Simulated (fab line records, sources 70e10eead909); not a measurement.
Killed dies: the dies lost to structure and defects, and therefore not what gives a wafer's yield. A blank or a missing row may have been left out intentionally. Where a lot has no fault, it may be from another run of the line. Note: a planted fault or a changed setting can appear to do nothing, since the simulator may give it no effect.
fab line records ; flow nand_harc
[record] lots = 6; wafers = 18; last_day = 31
route steps=1302 shown P_STI@94 P_GATE@111 END@1302
lots with no fault: from the same line, run without faults
start_h: hours from the record's first day to the start of the lot's first wafer shown ; wait_h: time in hours since the lot's previous step ; " the same as in the row above ; L1.1+2: one row covering several wafers at once ; - no value present, or no start provided ; * or withheld: withheld ; < > ~ a bound
route shown NAME@n: NAME is a module with steps in the file, n the number in the route of the first one ; usual: the fault-free wafers' mean and standard deviation ; same: alike in all rows ; chamber/n: place in a boat ; sites: per-site readings ; _std_site: the standard deviation of these ; _edge_site: mean of outer sites minus mean of inner sites ; radius_mm: how far each site lies from the wafer's centre ; mask NAME#n: copy n ; behind: the tool/chamber that last shaped the wafer ; hold: the reason the lot was held/the length of the hold in hours/how it ended ; device: which transistor (n, p or np) failed to switch ; end of line: tests of these same wafers at the route's end ; step lacking rows: just its recipe ; killed: at the first sort, the dies lost to defects and structure; wafer yield is something else ; map: dies across one wafer; x = killed, . = not, _ = none there
set.NAME: the setting that was run; set.NAME@STEP: the one run at that earlier step ; model.NAME: the simulator's own value behind a step, which no gauge read
lots seen at some steps along the route; tables by step, rows by wafer
services: a tool's chamber out of use, with start hour (start_h, from the record's first day; less than 0 if before it), hours out, and reason
[[steps]]
[step NHARC_P_STI_PRECLEAN_32]
[recipe] time_s = *; temp_c = 50; bath_age_min = 0; chemistry = SC1
[step NHARC_P_STI_SRD_23]
[step NHARC_P_STI_OCD_MEAS_43]
[usual] trench_depth_nm = 301/4.7; trench_foot_cd_nm = 157.9/2.5
lot.wafer;tool;chamber;start_h;wait_h;trench_depth_nm;trench_foot_cd_nm
L267.3;ocd-02;-;54.41;-;308;159.2
L267.5;ocd-02;-;54.41;-;308;159.2
L267.6;ocd-02;-;54.41;-;307;162.0
L268.1;ocd-01;-;66.45;-;302;157.4
L268.3;ocd-01;-;66.45;-;305;153.0
L268.6;ocd-01;-;66.45;-;302;154.5
L273.1;ocd-01;-;114.03;-;295;163.5
L273.2;ocd-01;-;114.03;-;297;158.7
L273.3;ocd-01;-;114.03;-;298;159.8
L275.1;ocd-02;-;137.99;-;293;159.7
L275.3;ocd-02;-;137.99;-;297;156.1
L275.5;ocd-02;-;137.99;-;298;156.3
L281.1;ocd-02;-;194.89;-;301;158.5
L281.2;ocd-02;-;194.89;-;300;157.0
L281.6;ocd-02;-;194.89;-;298;156.6
L285.3;ocd-02;-;233.58;-;303;162.0
L285.5;ocd-02;-;233.58;-;293;161.8
L285.6;ocd-02;-;233.58;-;304;157.2
[step NHARC_P_STI_OXIDE_33]
[recipe] target_thk_a = 100; temp_c = 1000; ox_time_s = 281; material = SiO2
[step NHARC_P_STI_HDPCVD_20]
[recipe] target_thk_a = withheld; sigma_open_frac = withheld; material = SiO2
[step NHARC_P_STI_ANNEAL_34]
[recipe] temp_c = 1000; time_s = 1800
[step NHARC_P_STI_CMP_21]
[recipe] t_overpolish_s = 20; target_thk_nm = 380.67
[usual] motor_current_A = 11.6/0.84; overpolish_run_s = 19.999/0.0086; slurry_filter_dp_kPa = 13.50/0.13
[same] t_overpolish_s = 20
lot.wafer;tool;chamber;start_h;wait_h;motor_current_A;overpolish_run_s;slurry_filter_dp_kPa
L267.3;cmp-04;0;72.41;0.4;11.4;19.998;13.47
L267.6;cmp-04;3;72.41;0.4;10.2;20.014;13.46
L267.5;cmp-04;0;72.41;0.4;11.7;19.999;13.41
L268.3;cmp-01;3;82.83;0.4;11.9;20.006;13.47
L268.1;cmp-01;0;82.83;0.4;11.8;19.998;13.40
L268.6;cmp-01;3;82.83;0.4;12.4;20.006;13.42
L273.1;cmp-04;3;131.93;0.4;11.0;20.014;13.37
L273.3;cmp-04;0;131.93;0.4;11.9;19.987;13.44
L273.2;cmp-04;2;131.93;0.4;12.2;19.999;13.25
L275.1;cmp-04;0;157.89;0.4;11.7;19.994;13.60
L275.3;cmp-04;2;157.89;0.4;12.0;20.006;13.39
L275.5;cmp-04;0;157.89;0.4;12.1;19.988;13.44
L281.2;cmp-03;0;212.40;0.4;12.0;20.005;13.42
L281.1;cmp-03;2;212.40;0.4;13.1;19.997;13.35
L281.6;cmp-03;0;212.40;0.4;12.1;20.013;13.82
L285.3;cmp-04;2;249.56;0.4;12.7;19.988;13.42
L285.6;cmp-04;0;249.56;0.4;11.3;19.991;13.44
L285.5;cmp-04;1;249.56;0.4;10.4;19.998;13.73
[step NHARC_P_STI_SRD_35]
[step NHARC_P_STI_ETCH_36]
[recipe] target_depth_a = 388; chemistry = dHF; material = SiO2
[step NHARC_P_STI_STRIP_24]
[recipe] temp_c = 160; chemistry = H3PO4; material = Si3N4
[step NHARC_P_STI_ETCH_37]
[recipe] target_depth_a = 110; chemistry = dHF; material = SiO2
[step NHARC_P_STI_PRECLEAN_38]
[recipe] time_s = *; temp_c = 50; bath_age_min = 0; chemistry = SC1
[usual] bath_heat_duty_pct = 7.2/1.1; h2o2_flow_mL_min = 56.59/0.16; nh4oh_flow_mL_min = 28.30/0.1
lot.wafer;tool;chamber;start_h;wait_h;bath_heat_duty_pct;h2o2_flow_mL_min;nh4oh_flow_mL_min
L267.5;wet_bench-01;0;72.81;-;7.1;56.39;28.19
L267.3;wet_bench-01;1;72.81;-;6.6;56.78;28.03
L267.6;wet_bench-01;4;72.81;-;7.1;56.65;28.44
L268.6;wet_bench-03;5;83.25;-;5.4;56.73;28.19
L268.1;wet_bench-03;1;83.25;-;7.2;56.96;28.27
L268.3;wet_bench-03;2;83.25;-;6.9;56.63;28.30
L273.3;wet_bench-01;6;132.35;-;8.4;56.43;28.33
L273.1;wet_bench-01;1;132.35;-;6.4;56.46;28.38
L273.2;wet_bench-01;2;132.35;-;7.3;56.77;28.23
L275.5;wet_bench-01;3;158.31;-;6.0;56.55;28.45
L275.1;wet_bench-01;4;158.31;-;6.9;56.40;28.31
L275.3;wet_bench-01;0;158.31;-;6.4;56.54;28.29
L281.2;wet_bench-02;2;212.79;-;7.3;56.79;28.34
L281.6;wet_bench-02;5;212.79;-;9.4;56.59;28.27
L281.1;wet_bench-02;7;212.79;-;6.1;56.36;28.27
L285.3;wet_bench-01;4;249.93;-;6.6;56.73;28.28
L285.6;wet_bench-01;5;249.93;-;8.6;56.28;28.27
L285.5;wet_bench-01;7;249.93;-;8.4;56.59;28.12
[step NHARC_P_STI_SRD_39]
[step NHARC_P_STI_OXIDE_40]
[recipe] target_thk_a = 100; temp_c = 900; ox_time_s = 1362; material = SiO2
[step NHARC_P_STI_INSPECT_25]
[usual] raw_defect_count = 243/99
lot.wafer;tool;chamber;start_h;wait_h;hold;raw_defect_count
L267.3;defect_inspect-01;-;80.14;0.4;-;222
L267.5;defect_inspect-01;-;80.14;0.4;-;304
L267.6;defect_inspect-01;-;80.14;0.4;-;323
L268.1;defect_inspect-02;-;90.64;0.4;-;217
L268.3;defect_inspect-02;-;90.64;0.4;-;125
L268.6;defect_inspect-02;-;90.64;0.4;-;317
L273.1;defect_inspect-02;-;142.17;0.4;await_dispo/0.2h/release;900
L273.2;defect_inspect-02;-;142.17;0.4;await_dispo/0.2h/release;876
L273.3;defect_inspect-02;-;142.17;0.4;await_dispo/0.2h/release;1192
L273.1;defect_inspect-02;-;142.34;0.2;-;903
L273.2;defect_inspect-02;-;142.34;0.2;-;896
L273.3;defect_inspect-02;-;142.34;0.2;-;1193
L275.1;defect_inspect-02;-;166.39;0.4;await_dispo/0.2h/release;986
L275.3;defect_inspect-02;-;166.39;0.4;await_dispo/0.2h/release;853
L275.5;defect_inspect-02;-;166.39;0.4;await_dispo/0.2h/release;1035
L275.1;defect_inspect-02;-;166.56;0.2;-;961
L275.3;defect_inspect-02;-;166.56;0.2;-;851
L275.5;defect_inspect-02;-;166.56;0.2;-;1035
L281.1;defect_inspect-01;-;221.51;0.4;-;249
L281.2;defect_inspect-01;-;221.51;0.4;-;227
L281.6;defect_inspect-01;-;221.51;0.4;-;263
L285.3;defect_inspect-02;-;259.17;0.4;-;129
L285.5;defect_inspect-02;-;259.17;0.4;-;156
L285.6;defect_inspect-02;-;259.17;0.4;-;182
[step NHARC_P_GATE_PRECLEAN_70]
[recipe] time_s = *; temp_c = 50; bath_age_min = 0; chemistry = SC1
[step NHARC_P_GATE_SRD_01]
[step NHARC_P_GATE_OXIDE_02]
[recipe] target_thk_a = 375; temp_c = 950; p_h2o_torr = 720; ox_time_s = 365; material = SiO2
[step NHARC_P_GATE_DEHYDRATE_03]
[recipe] temp_c = 150; time_s = 120
[step NHARC_P_GATE_HMDS_04]
[recipe] time_s = 30
[step NHARC_P_GATE_COAT_05]
[recipe] spin_rpm = 4690
[step NHARC_P_GATE_SOFTBAKE_06]
[recipe] temp_c = 122; time_s = 95
[step NHARC_P_GATE_EBR_07]
[step NHARC_P_GATE_EXPOSE_08]
[recipe] na = 0.6; dose_mj = 16.75; mask_id = P_HV
[step NHARC_P_GATE_PEB_09]
[recipe] peb_temp_c = 118; peb_time_s = 85
[step NHARC_P_GATE_DEVELOP_10]
[recipe] time_s = 70
[step NHARC_P_GATE_CD_MEAS_11]
[recipe] target_cd_nm = 1640; landing_energy_ev = 500
[usual] cd_nm = 1639.4/1.3
lot.wafer;tool;chamber;start_h;wait_h;cd_nm
L267.3;cd_sem-01;0;88.48;-;1640.6
L267.5;cd_sem-01;0;88.48;-;1639.0
L267.6;cd_sem-01;0;88.48;-;1639.3
L268.1;cd_sem-01;0;100.40;-;1640.6
L268.3;cd_sem-01;0;100.40;-;1639.4
L268.6;cd_sem-01;0;100.40;-;1641.4
L273.1;cd_sem-02;0;151.48;-;1638.7
L273.2;cd_sem-02;0;151.48;-;1638.3
L273.3;cd_sem-02;0;151.48;-;1639.9
L275.1;cd_sem-01;0;177.45;-;1640.2
L275.3;cd_sem-01;0;177.45;-;1639.4
L275.5;cd_sem-01;0;177.45;-;1640.1
L281.1;cd_sem-03;0;230.30;-;1638.1
L281.2;cd_sem-03;0;230.30;-;1638.4
L281.6;cd_sem-03;0;230.30;-;1639.1
L285.3;cd_sem-02;0;267.94;-;1638.6
L285.5;cd_sem-02;0;267.94;-;1640.1
L285.6;cd_sem-02;0;267.94;-;1639.8
[step NHARC_P_GATE_HARDBAKE_12]
[recipe] temp_c = 125; time_s = 80
[step NHARC_P_GATE_DESCUM_13]
[recipe] time_s = 3; o2_flow_sccm = 200; ar_flow_sccm = 0; bias_power_w = 0; chemistry = O2
[usual] drypump_motor_current_A = 5.8/0.36; o2_flow_sccm = 200.0/0.64; oes_product_au = 1.001/0.0093; rf_vpp_V = 57.8/0.89; showerhead_plenum_p_Torr = 1.92/0.067; throttle_valve_pct = 11.310/0.0082
[same] bias_power_w = 0
lot.wafer;tool;chamber;start_h;wait_h;drypump_motor_current_A;o2_flow_sccm;oes_product_au;rf_hours_counter_h;rf_vpp_V;showerhead_plenum_p_Torr;throttle_valve_pct
L267.3;rie_diel-04;1;88.67;-;5.7;199.3;1.012;4.4;56.0;1.92;11.300
L267.5;rie_diel-04;2;88.67;-;5.0;200.0;0.991;-;57.8;2.01;11.319
L267.6;rie_diel-04;3;88.67;-;6.1;198.8;1.010;-;59.3;2.06;11.302
L268.3;rie_diel-10;1;100.56;-;5.8;198.2;1.000;1.9;57.6;1.80;11.320
L268.1;rie_diel-10;2;100.56;-;5.3;200.4;1.006;1.9;57.3;1.92;11.321
L268.6;rie_diel-10;2;100.56;-;5.3;200.2;1.009;-;59.3;1.92;11.303
L273.3;rie_diel-01;0;151.64;-;6.0;199.7;0.981;7.4;56.8;1.94;11.319
L273.1;rie_diel-01;2;151.64;-;5.6;199.2;0.984;7.2;59.0;1.89;11.314
L273.2;rie_diel-01;3;151.64;-;5.9;200.3;0.995;7.7;58.2;1.89;11.300
L275.1;rie_diel-01;3;177.62;-;5.9;200.2;1.000;8.7;56.9;1.88;11.295
L275.3;rie_diel-01;0;177.62;-;6.1;200.5;0.993;8.3;57.4;1.94;11.306
L275.5;rie_diel-01;2;177.62;-;5.6;200.1;0.994;-;57.0;1.89;11.311
L281.2;rie_diel-01;1;230.48;-;6.3;200.6;0.998;0.3;57.5;1.85;11.310
L281.1;rie_diel-01;2;230.48;-;5.5;198.4;1.000;0;58.7;1.89;11.326
L281.6;rie_diel-01;0;230.48;-;6.0;200.6;1.007;-;55.6;1.94;11.314
L285.3;rie_diel-10;3;268.10;-;5.6;200.5;0.998;0.2;59.1;1.96;11.323
L285.5;rie_diel-10;3;268.10;-;5.6;200.2;0.993;-;59.3;1.96;11.307
L285.6;rie_diel-10;0;268.10;-;6.2;201.1;0.990;-;57.7;1.89;11.310
[step NHARC_P_GATE_ETCH_14]
[recipe] target_depth_a = 488; chemistry = dHF; material = SiO2
[step NHARC_P_GATE_STRIP_15]
[recipe] time_s = 780; temp_c = 130; chemistry = SPM
[step NHARC_P_GATE_PRECLEAN_71]
[recipe] time_s = *; temp_c = 50; bath_age_min = 0; chemistry = SC1
[step NHARC_P_GATE_SRD_72]
[step NHARC_P_GATE_OXIDE_16]
[recipe] target_thk_a = 30; temp_c = 875; ox_time_s = 392; material = SiO2
[step NHARC_P_GATE_CVD_17]
[recipe] target_thk_a = 1500; temp_c = 620; time_s = 900; material = poly-Si
[step NHARC_P_GATE_HM_DEP_102]
[recipe] target_thk_a = 1200; temp_c = 400; material = aC
[usual] throttle_valve_pct = 35.001/0.0093
lot.wafer;tool;chamber;start_h;wait_h;throttle_valve_pct
L267.3;acl_dep-03;0;102.06;1.0;34.998
L267.5;acl_dep-03;0;102.06;1.0;35.013
L267.6;acl_dep-03;0;102.06;1.0;35.008
L268.1;acl_dep-03;0;113.98;0.4;35.005
L268.3;acl_dep-03;0;113.98;0.4;34.989
L268.6;acl_dep-03;0;113.98;0.4;34.989
L273.1;acl_dep-02;0;167.30;3.5;34.990
L273.2;acl_dep-02;0;167.30;3.5;35.001
L273.3;acl_dep-02;0;167.30;3.5;35.026
L275.1;acl_dep-02;0;188.21;0.4;35.007
L275.3;acl_dep-02;0;188.21;0.4;34.995
L275.5;acl_dep-02;0;188.21;0.4;35.005
L281.1;acl_dep-01;0;245.05;1.5;34.999
L281.2;acl_dep-01;0;245.05;1.5;34.998
L281.6;acl_dep-01;0;245.05;1.5;34.993
L285.3;acl_dep-01;0;280.57;0.6;35.008
L285.5;acl_dep-01;0;280.57;0.6;35.000
L285.6;acl_dep-01;0;280.57;0.6;35.008
[step NHARC_P_GATE_DEP_103]
[recipe] target_thk_a = 300; target_thk_nm = 30; temp_c = 400; flow_sccm = 200; rf_w = 350; material = SiON
[usual] heater_power_w = 718/69
lot.wafer;tool;chamber;start_h;wait_h;heater_power_w
L267.3;pecvd-01;1;102.54;0.4;794
L267.6;pecvd-01;0;102.54;0.4;739
L267.5;pecvd-01;2;102.54;0.4;712
L268.1;pecvd-01;0;114.64;0.6;873
L268.3;pecvd-01;2;114.64;0.6;737
L268.6;pecvd-01;0;114.64;0.6;871
L273.3;pecvd-03;0;167.97;0.3;787
L273.1;pecvd-03;1;167.97;0.3;678
L273.2;pecvd-03;2;167.97;0.3;667
L275.1;pecvd-04;2;188.89;0.6;622
L275.3;pecvd-04;1;188.89;0.6;819
L275.5;pecvd-04;2;188.89;0.6;612
L281.1;pecvd-03;1;245.74;0.6;677
L281.2;pecvd-03;2;245.74;0.6;654
L281.6;pecvd-03;1;245.74;0.6;661
L285.3;pecvd-01;1;281.07;0.4;767
L285.6;pecvd-01;0;281.07;0.4;806
L285.5;pecvd-01;1;281.07;0.4;781
[step NHARC_P_GATE_DEHYDRATE_18]
[recipe] temp_c = 150; time_s = 120
[step NHARC_P_GATE_HMDS_19]
[recipe] time_s = 30
[step NHARC_P_GATE_COAT_20]
[recipe] spin_rpm = 1500; resist_thk_nm = 90
[step NHARC_P_GATE_INSPECT_28]
[usual] raw_defect_count = 7/3.1
lot.wafer;tool;chamber;start_h;wait_h;hold;raw_defect_count
L267.3;defect_inspect-02;-;103.19;0.0;-;7
L267.5;defect_inspect-02;-;103.19;0.0;-;6
L267.6;defect_inspect-02;-;103.19;0.0;-;14
L268.1;defect_inspect-01;-;115.44;0.0;-;2
L268.3;defect_inspect-01;-;115.44;0.0;-;4
L268.6;defect_inspect-01;-;115.44;0.0;-;4
L273.1;defect_inspect-01;-;168.77;0.0;await_dispo/0.2h/release;733
L273.2;defect_inspect-01;-;168.77;0.0;await_dispo/0.2h/release;719
L273.3;defect_inspect-01;-;168.77;0.0;await_dispo/0.2h/release;729
L273.1;defect_inspect-01;-;168.94;0.2;-;735
L273.2;defect_inspect-01;-;168.94;0.2;-;719
L273.3;defect_inspect-01;-;168.94;0.2;-;723
L275.1;defect_inspect-01;-;189.69;0.0;await_dispo/0.2h/release;755
L275.3;defect_inspect-01;-;189.69;0.0;await_dispo/0.2h/release;720
L275.5;defect_inspect-01;-;189.69;0.0;await_dispo/0.2h/release;761
L275.1;defect_inspect-01;-;189.87;0.2;-;746
L275.3;defect_inspect-01;-;189.87;0.2;-;711
L275.5;defect_inspect-01;-;189.87;0.2;-;748
L281.1;defect_inspect-02;-;246.51;0.0;-;3
L281.2;defect_inspect-02;-;246.51;0.0;-;6
L281.6;defect_inspect-02;-;246.51;0.0;-;5
L285.3;defect_inspect-02;-;281.82;0.0;-;10
L285.5;defect_inspect-02;-;281.82;0.0;-;8
L285.6;defect_inspect-02;-;281.82;0.0;-;10
[step NHARC_END_SORT_01]
[recipe] temp_c = 25
[usual] defect_limited_yield = 92.0/2.8; killed_at_array = 49/18; killed_at_other = 0.7/1.1; killed_at_periphery = 4.0/2.6; killed_dies = 54/19; killed_open = 3.4/1.7; killed_short = 2.5/1.7; sort_bin_2_pct = 2.8/1.2; sort_bin_3_pct = 0.6/0.4; sort_bin_4_pct = 4.5/1.5; sort_n_pass = 623/19; sort_rim_yield_pct = 89/4.8; sort_yield_pct = 92.0/2.8
[same] gross_dies = 677; sort_bin_5_pct[%] = 0; sort_bin_6_pct[%] = 0; sort_bin_7_pct[%] = 0; sort_bin_8_pct[%] = 0; sort_rim_n_gross = 106.00
lot.wafer;tool;chamber;start_h;wait_h;defect_limited_yield[%];killed_at_array;killed_at_other;killed_at_periphery;killed_dies;killed_open;killed_short;sort_bin_2_pct[%];sort_bin_3_pct[%];sort_bin_4_pct[%];sort_n_pass;sort_rim_yield_pct[%];sort_yield_pct[%]
L268.1;prober-01;0;576.78;2.5;93.4;44;0;1;45;5;1;2.5;0.6;3.5;632;88;93.4
L268.3;prober-01;0;578.38;3.1;93.9;39;1;1;41;0;2;3.0;0;3.1;636;92;93.9
L268.6;prober-01;0;580.78;4.0;93.4;43;0;2;45;2;2;2.2;0.6;3.8;632;94;93.4
L281.1;prober-02;0;692.44;2.5;92.3;50;1;1;52;6;3;2.1;0.7;4.9;625;91;92.3
L281.2;prober-02;0;693.24;2.8;92.9;44;1;3;48;5;0;2.8;0.4;3.8;629;92;92.9
L281.6;prober-02;0;696.43;4.0;92.3;49;0;3;52;3;1;3.0;0.4;4.3;625;92;92.3
// killed by level:class
L268.1 A_SLIT:chamber_film_flake=15 A_CHANNEL_HOLE_D2:chamber_film_flake=9 A_STAIRCASE:chamber_film_flake=9 A_CHANNEL_HOLE_D1:chamber_film_flake=2 P_M1:geometric_particle:open=1 A_ONON_D1:geometric_particle:open=1 A_ONON_D1:geometric_particle:short=1 A_ONON_D2:geometric_particle:open=1
L268.3 A_SLIT:chamber_film_flake=16 A_CHANNEL_HOLE_D2:chamber_film_flake=9 A_STAIRCASE:chamber_film_flake=5 A_CONTACT:chamber_film_flake=5 A_M1:chamber_film_flake=1 A_WL_FILL:geometric_particle:short=1 A_M1:geometric_particle:short=1 P_M1:chamber_film_flake=1
L268.6 A_SLIT:chamber_film_flake=26 A_STAIRCASE:chamber_film_flake=4 A_CHANNEL_HOLE_D2:chamber_film_flake=3 A_CONTACT:chamber_film_flake=3 A_M1:chamber_film_flake=2 P_GATE:geometric_particle:open=1 P_CONTACT:geometric_particle:open=1 A_CHANNEL_HOLE_D2:geometric_particle:short=1
L281.1 A_SLIT:chamber_film_flake=24 A_CONTACT:chamber_film_flake=7 A_CHANNEL_HOLE_D1:chamber_film_flake=4 A_WL_FILL:geometric_particle:short=2 A_M0:geometric_particle:open=2 A_DECK1_JOINT:chamber_film_flake=2 A_STAIRCASE:chamber_film_flake=2 A_SOURCE_PLATE:geometric_particle:open=1
L281.2 A_SLIT:chamber_film_flake=24 A_CHANNEL_HOLE_D1:chamber_film_flake=6 A_CONTACT:chamber_film_flake=5 A_ZERO_WELL:chamber_film_flake=2 A_STAIRCASE:chamber_film_flake=2 P_CONTACT:geometric_particle:open=1 A_CHANNEL_FILL_D1:geometric_particle:open=1 A_DECK1_JOINT:geometric_particle:open=1
L281.6 A_SLIT:chamber_film_flake=31 A_CONTACT:chamber_film_flake=7 A_CHANNEL_HOLE_D1:chamber_film_flake=5 A_STAIRCASE:chamber_film_flake=3 P_GATE:geometric_particle:short=1 P_GATE:geometric_particle:open=1 A_CHANNEL_FILL_D1:geometric_particle:open=1 A_CHANNEL_FILL_D2:geometric_particle:open=1
[[services]]
tool;chamber;start_h;hours;kind
wet_bench-01;-;49.98;12.5;repair
cmp-04;-;61.37;0.9;repair
acl_dep-02;-;61.40;13.0;pm
rie_diel-10;-;65.50;9.0;pm
cmp-04;-;68.83;2.6;repair
pecvd-03;-;82.65;6.1;repair
rie_diel-10;2;89.69;7.9;repair
wet_bench-01;-;101.60;8.0;pm
rie_diel-01;2;107.22;8.6;repair
cmp-04;-;111.00;4.0;pm
cmp-04;-;115.50;0.3;repair
acl_dep-03;-;120.15;13.0;pm
pecvd-01;-;130.00;13.0;pm
cmp-04;-;135.59;0.6;repair
acl_dep-03;-;142.04;2.8;repair
rie_diel-10;0;151.10;4.5;repair
rie_diel-10;3;153.82;14.9;repair
cmp-04;-;163.18;13.7;repair
rie_diel-10;1;168.31;2.1;repair
cmp-04;-;192.32;0.8;repair
rie_diel-01;-;203.89;9.0;pm
cmp-04;-;209.00;4.0;pm
cmp-04;-;229.26;2.1;repair
wet_bench-01;-;277.60;8.0;pm
[[key]]
[first_sign] step = NHARC_P_STI_INSPECT_25; reading = visit; direction = added
[effect] step = NHARC_P_STI_INSPECT_25; reading = raw_defect_count; direction = up; sigmas = 7.3; usual = 243; struck = 974
[effect] step = NHARC_P_GATE_INSPECT_28; reading = raw_defect_count; direction = up; sigmas = 99+; usual = 7; struck = 736
met_at NHARC_P_STI_PRECLEAN_38
struck_wafers L273.1,L273.2,L273.3,L275.1,L275.3,L275.5
scrapped_behind NHARC_P_GATE_INSPECT_28 L273.1,L273.2,L273.3,L275.1,L275.3,L275.5
onset_between 72.81 132.35
[fault] kind = chamber_particle_source; tool = wet_bench-01; chamber = -; onset_h = 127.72; steps = NHARC_P_STI_PRECLEAN_38; rate_per_visit_cm2 = 1.1219; end_h = 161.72
